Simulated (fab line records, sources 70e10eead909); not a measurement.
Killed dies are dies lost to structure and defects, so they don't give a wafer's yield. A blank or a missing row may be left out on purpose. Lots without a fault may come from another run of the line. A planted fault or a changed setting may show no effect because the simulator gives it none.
Which tool did it? | flow nand_harc | 24 lots, 72 wafers sampled, at 4 steps of a route of 1302

WHAT THE GAUGES READ, wafer by wafer
NHARC_P_M2_INSPECT_11. Usual: raw_defect_count 4.3, standard deviation 2.4.
lot  | measured     | on                | raw_defect_count | flag
L075 | day 6 14:23  | defect_inspect-02 | 5 4 6            |
L074 | day 6 14:56  | defect_inspect-01 | 3 4 3            |
L076 | day 7 10:26  | defect_inspect-02 | 2 3 2            |
L077 | day 8 00:34  | defect_inspect-01 | 9 1 4            |
L078 | day 8 02:03  | defect_inspect-01 | 7 3 1            |
L079 | day 8 07:21  | defect_inspect-02 | 0 5 2            |
L080 | day 9 03:50  | defect_inspect-01 | 6 5 8            |
L081 | day 9 07:40  | defect_inspect-02 | 3 3 2            |
L082 | day 9 16:22  | defect_inspect-02 | 5 11 5           |
L083 | day 10 01:20 | defect_inspect-02 | 8 12 5           |
L084 | day 10 19:17 | defect_inspect-01 | 8 7 5            |
L085 | day 10 20:36 | defect_inspect-01 | 10 5 3           |
L086 | day 11 13:41 | defect_inspect-01 | 4 9 1            |
L087 | day 12 01:55 | defect_inspect-01 | 2 5 3            |
L089 | day 12 14:48 | defect_inspect-02 | 6 7 6            |
L088 | day 12 15:24 | defect_inspect-01 | 7 4 5            |
L090 | day 13 02:29 | defect_inspect-01 | 7 3 7            |
L091 | day 13 07:14 | defect_inspect-01 | 2 0 4            |
L092 | day 13 21:52 | defect_inspect-01 | 1 4 2            |
L093 | day 14 12:55 | defect_inspect-02 | 7 4 6            |
L094 | day 14 18:05 | defect_inspect-02 | 6 2 6            |
L095 | day 15 00:05 | defect_inspect-02 | 2 4 7            |
L096 | day 15 20:47 | defect_inspect-01 | 5 2 5            |
L097 | day 15 21:43 | defect_inspect-01 | 0 7 5            |

WHICH TOOL RAN EACH LOT (tool, then ch and the chambers of the sampled wafers, then the start)
lot  | NHARC_P_M1_DESCUM_14               | NHARC_P_M1_STRIP_18                | NHARC_P_M1_DEP_33
L075 | rie_diel-12 ch 0,2,3, day 6 09:58  | rie_diel-13 ch 0,1, day 6 10:24    | pecvd-02 ch 0,1, day 6 13:01
L074 | rie_diel-12 ch 0,3, day 6 10:45    | rie_diel-12 ch 0,3, day 6 11:14    | pecvd-02 ch 0,1,2, day 6 13:34
L076 | rie_diel-06 ch 1,2,3, day 7 06:20  | rie_diel-12 ch 0,1,2, day 7 06:46  | pecvd-04 ch 0,1,2, day 7 09:04
L077 | rie_diel-06 ch 0,1, day 7 20:35    | rie_diel-12 ch 0,1, day 7 20:58    | pecvd-02 ch 0,1, day 7 23:21
L078 | rie_diel-12 ch 0,1,3, day 7 21:54  | rie_diel-06 ch 0,1,3, day 7 22:17  | pecvd-01 ch 0,1, day 8 00:41
L079 | rie_diel-12 ch 0,1,2, day 8 03:19  | rie_diel-12 ch 1,2,3, day 8 03:43  | pecvd-01 ch 0,1, day 8 06:03
L080 | rie_diel-12 ch 0,1,3, day 8 23:44  | rie_diel-06 ch 2,3, day 9 00:05    | pecvd-01 ch 0,1,2, day 9 02:29
L081 | rie_diel-12 ch 0,2,3, day 9 03:35  | rie_diel-06 ch 0,1,3, day 9 03:58  | pecvd-01 ch 0,1,2, day 9 06:17
L082 | rie_diel-12 ch 0,1,2, day 9 12:21  | rie_diel-06 ch 0,2,3, day 9 12:44  | pecvd-04 ch 0,2, day 9 15:10
L083 | rie_diel-06 ch 1,2, day 9 21:16    | rie_diel-06 ch 0,1, day 9 21:39    | pecvd-04 ch 0,1,2, day 9 23:59
L084 | rie_diel-06 ch 1,3, day 10 15:20   | rie_diel-12 ch 0,2,3, day 10 15:46 | pecvd-01 ch 0,1, day 10 18:07
L085 | rie_diel-13 ch 0,1,2, day 10 16:31 | rie_diel-06 ch 1,2,3, day 10 16:56 | pecvd-01 ch 0,1, day 10 19:14
L086 | rie_diel-12 ch 0,1, day 11 09:36   | rie_diel-06 ch 2,3, day 11 09:59   | pecvd-04 ch 0,1,2, day 11 12:21
L087 | rie_diel-12 ch 0,2, day 11 21:52   | rie_diel-06 ch 0,2, day 11 22:16   | pecvd-02 ch 0,1, day 12 00:34
L089 | rie_diel-06 ch 1,3, day 12 10:40   | rie_diel-06 ch 0,1, day 12 11:02   | pecvd-01 ch 0,2, day 12 13:29
L088 | rie_diel-13 ch 0,1,2, day 12 11:19 | rie_diel-06 ch 0,2,3, day 12 11:41 | pecvd-01 ch 0,1,2, day 12 14:02
L090 | rie_diel-06 ch 0,2, day 12 22:19   | rie_diel-12 ch 2,3, day 12 22:41   | pecvd-01 ch 0,1, day 13 01:06
L091 | rie_diel-12 ch 0,3, day 13 03:07   | rie_diel-06 ch 1,3, day 13 03:32   | pecvd-04 ch 0,1,2, day 13 05:57
L092 | rie_diel-13 ch 0,1,2, day 13 17:46 | rie_diel-06 ch 0,1,3, day 13 18:12 | pecvd-04 ch 0,1,2, day 13 20:34
L093 | rie_diel-12 ch 0,1,3, day 14 08:42 | rie_diel-13 ch 1,2,3, day 14 09:08 | pecvd-04 ch 0,1,2, day 14 11:47
L094 | rie_diel-12 ch 0,2,3, day 14 13:39 | rie_diel-06 ch 0,1,3, day 14 14:03 | pecvd-04 ch 0,1,2, day 14 16:42
L095 | rie_diel-13 ch 1,2, day 14 19:55   | rie_diel-13 ch 2,3, day 14 20:19   | pecvd-04 ch 0,2, day 14 22:48
L096 | rie_diel-12 ch 0,3, day 15 16:47   | rie_diel-06 ch 0,3, day 15 17:10   | pecvd-02 ch 0,1,2, day 15 19:40
L097 | rie_diel-12 ch 0,1,2, day 15 17:44 | rie_diel-06 ch 2,3, day 15 18:07   | pecvd-01 ch 1,2, day 15 20:27
- NHARC_P_M1_DESCUM_14: chemistry O2, time 3 s.
- NHARC_P_M1_STRIP_18: strips in N2/H2.
- NHARC_P_M1_DEP_33: deposits SiCN, target thk 30 nm.

WHAT THE TOOLS THEMSELVES READ (means of the sampled wafers that have a number; where no wafer has one, the mark that the record gives instead)
NHARC_P_M1_DESCUM_14. Usual: drypump_motor_current_A 5.5 A, standard deviation 0.4; oes_product_au 1.002 a.u., standard deviation 0.0083; rf_vpp_V 57.7 V, standard deviation 0.92; showerhead_plenum_p_Torr 1.90 Torr, standard deviation 0.09; throttle_valve_pct 11.311 %, standard deviation 0.009.
lot  | tool        | drypump_motor_current_A (A) | oes_product_au (a.u.) | rf_vpp_V (V) | showerhead_plenum_p_Torr (Torr) | throttle_valve_pct (%) | flag
L075 | rie_diel-12 | 5.3                         | 1.000                 | 57.6         | 1.92                            | 11.309                 |
L074 | rie_diel-12 | 5.6                         | 0.999                 | 57.4         | 1.94                            | 11.303                 |
L076 | rie_diel-06 | 5.6                         | 1.009                 | 58.7         | 1.91                            | 11.313                 |
L077 | rie_diel-06 | 5.9                         | 1.003                 | 56.8         | 1.78                            | 11.310                 |
L078 | rie_diel-12 | 5.5                         | 0.996                 | 57.6         | 1.89                            | 11.314                 |
L079 | rie_diel-12 | 5.4                         | 1.004                 | 58.6         | 1.95                            | 11.306                 |
L080 | rie_diel-12 | 5.5                         | 0.999                 | 57.7         | 1.89                            | 11.311                 |
L081 | rie_diel-12 | 5.3                         | 0.988                 | 57.6         | 1.92                            | 11.300                 |
L082 | rie_diel-12 | 5.4                         | 1.001                 | 57.9         | 1.95                            | 11.314                 |
L083 | rie_diel-06 | 5.6                         | 1.007                 | 58.1         | 1.86                            | 11.306                 |
L084 | rie_diel-06 | 5.4                         | 1.017                 | 56.9         | 1.88                            | 11.307                 |
L085 | rie_diel-13 | 5.4                         | 1.003                 | 58.2         | 1.93                            | 11.304                 |
L086 | rie_diel-12 | 5.6                         | 1.002                 | 57.6         | 1.92                            | 11.315                 |
L087 | rie_diel-12 | 5.5                         | 0.998                 | 57.1         | 1.99                            | 11.298                 |
L089 | rie_diel-06 | 5.5                         | 1.002                 | 57.9         | 1.82                            | 11.313                 |
L088 | rie_diel-13 | 5.4                         | 1.001                 | 57.1         | 1.93                            | 11.311                 |
L090 | rie_diel-06 | 6.1                         | 0.991                 | 57.2         | 1.86                            | 11.305                 |
L091 | rie_diel-12 | 5.6                         | 0.997                 | 57.3         | 1.93                            | 11.307                 |
L092 | rie_diel-13 | 5.5                         | 1.002                 | 58.1         | 1.93                            | 11.305                 |
L093 | rie_diel-12 | 5.5                         | 1.001                 | 57.1         | 1.89                            | 11.330                 |
L094 | rie_diel-12 | 5.3                         | 1.007                 | 58.3         | 1.92                            | 11.312                 |
L095 | rie_diel-13 | 5.4                         | 1.007                 | 57.9         | 1.94                            | 11.313                 |
L096 | rie_diel-12 | 5.6                         | 0.997                 | 57.6         | 1.93                            | 11.310                 |
L097 | rie_diel-12 | 5.4                         | 0.997                 | 58.1         | 1.95                            | 11.313                 |

NHARC_P_M1_STRIP_18. Usual: drypump_motor_current_A 5.6 A, standard deviation 0.43; oes_product_au 1.003 a.u., standard deviation 0.0096; rf_vpp_V 90.5 V, standard deviation 1.1; showerhead_plenum_p_Torr 2.02 Torr, standard deviation 0.11; throttle_valve_pct 14.171 %, standard deviation 0.0085.
lot  | tool        | drypump_motor_current_A (A) | oes_product_au (a.u.) | rf_vpp_V (V) | showerhead_plenum_p_Torr (Torr) | throttle_valve_pct (%) | flag
L075 | rie_diel-13 | 5.5                         | 0.993                 | 90.8         | 2.06                            | 14.167                 |
L074 | rie_diel-12 | 5.5                         | 0.995                 | 89.9         | 1.98                            | 14.168                 |
L076 | rie_diel-12 | 5.4                         | 1.008                 | 91.7         | 2.08                            | 14.171                 |
L077 | rie_diel-12 | 5.7                         | 0.996                 | 90.7         | 2.10                            | 14.175                 |
L078 | rie_diel-06 | 5.7                         | 1.010                 | 90.6         | 1.95                            | 14.167                 |
L079 | rie_diel-12 | 5.2                         | 1.010                 | 90.0         | 2.00                            | 14.174                 |
L080 | rie_diel-06 | 5.5                         | 1.012                 | 91.9         | 2.09                            | 14.170                 |
L081 | rie_diel-06 | 5.8                         | 1.002                 | 89.3         | 1.95                            | 14.168                 |
L082 | rie_diel-06 | 5.8                         | 1.006                 | 89.9         | 2.04                            | 14.167                 |
L083 | rie_diel-06 | 6.1                         | 0.992                 | 89.5         | 1.89                            | 14.162                 |
L084 | rie_diel-12 | 5.3                         | 1.002                 | 91.2         | 2.04                            | 14.173                 |
L085 | rie_diel-06 | 5.5                         | 1.006                 | 91.4         | 2.04                            | 14.176                 |
L086 | rie_diel-06 | 5.5                         | 1.005                 | 90.1         | 2.09                            | 14.167                 |
L087 | rie_diel-06 | 6.2                         | 0.999                 | 89.6         | 1.98                            | 14.172                 |
L089 | rie_diel-06 | 6.1                         | 0.995                 | 89.7         | 1.89                            | 14.167                 |
L088 | rie_diel-06 | 5.8                         | 1.002                 | 91.1         | 2.04                            | 14.171                 |
L090 | rie_diel-12 | 5.0                         | 1.002                 | 91.2         | 2.03                            | 14.177                 |
L091 | rie_diel-06 | 5.4                         | 1.009                 | 89.9         | 2.00                            | 14.176                 |
L092 | rie_diel-06 | 5.7                         | 0.994                 | 90.6         | 1.94                            | 14.169                 |
L093 | rie_diel-13 | 5.5                         | 0.996                 | 91.0         | 2.05                            | 14.173                 |
L094 | rie_diel-06 | 5.7                         | 1.013                 | 90.1         | 1.94                            | 14.177                 |
L095 | rie_diel-13 | 5.4                         | 0.999                 | 91.5         | 2.08                            | 14.175                 |
L096 | rie_diel-06 | 6.0                         | 1.004                 | 90.7         | 1.94                            | 14.170                 |
L097 | rie_diel-06 | 5.6                         | 1.017                 | 91.4         | 2.13                            | 14.173                 |

NHARC_P_M1_DEP_33. Usual: chamber_pressure_Torr 3.000 Torr, standard deviation 0.0069; heater_power_w 590 W, standard deviation 61.
lot  | tool     | chamber_pressure_Torr (Torr) | heater_power_w (W) | flag
L075 | pecvd-02 | 3.001                        | 566                |
L074 | pecvd-02 | 2.994                        | 540                |
L076 | pecvd-04 | 3.002                        | 607                |
L077 | pecvd-02 | 3.002                        | 530                |
L078 | pecvd-01 | 2.996                        | 640                |
L079 | pecvd-01 | 2.995                        | 604                |
L080 | pecvd-01 | 3.001                        | 577                |
L081 | pecvd-01 | 2.998                        | 588                |
L082 | pecvd-04 | 3.000                        | 587                |
L083 | pecvd-04 | 3.001                        | 627                |
L084 | pecvd-01 | 2.999                        | 654                |
L085 | pecvd-01 | 2.997                        | 642                |
L086 | pecvd-04 | 3.005                        | 638                |
L087 | pecvd-02 | 3.007                        | 545                |
L089 | pecvd-01 | 3.000                        | 515                |
L088 | pecvd-01 | 3.008                        | 578                |
L090 | pecvd-01 | 2.997                        | 597                |
L091 | pecvd-04 | 3.003                        | 628                |
L092 | pecvd-04 | 2.998                        | 615                |
L093 | pecvd-04 | 3.000                        | 605                |
L094 | pecvd-04 | 2.993                        | 660                |
L095 | pecvd-04 | 3.002                        | 637                |
L096 | pecvd-02 | 3.000                        | 516                |
L097 | pecvd-01 | 3.003                        | 641                |

THE ANSWER, worked out from the rows above alone
Rule: a lot is off if the mean of its wafers that have a number lies more than 3 standard deviations from the usual mean. A lot without any number at a reading at which 4 lots or more have one is off too. The other lots that the step has rows for count as sound. The gauges are gone through in route order, then the tools' own readings, and for those a lot's mean is taken as printed above. The first step at which some lot is off is used, and at that step the reading that is off furthest; a lot without a number counts as furthest.
No lot is off at any reading shown: from this, nothing can be told.

WHAT THE SIMULATOR HAD PUT IN
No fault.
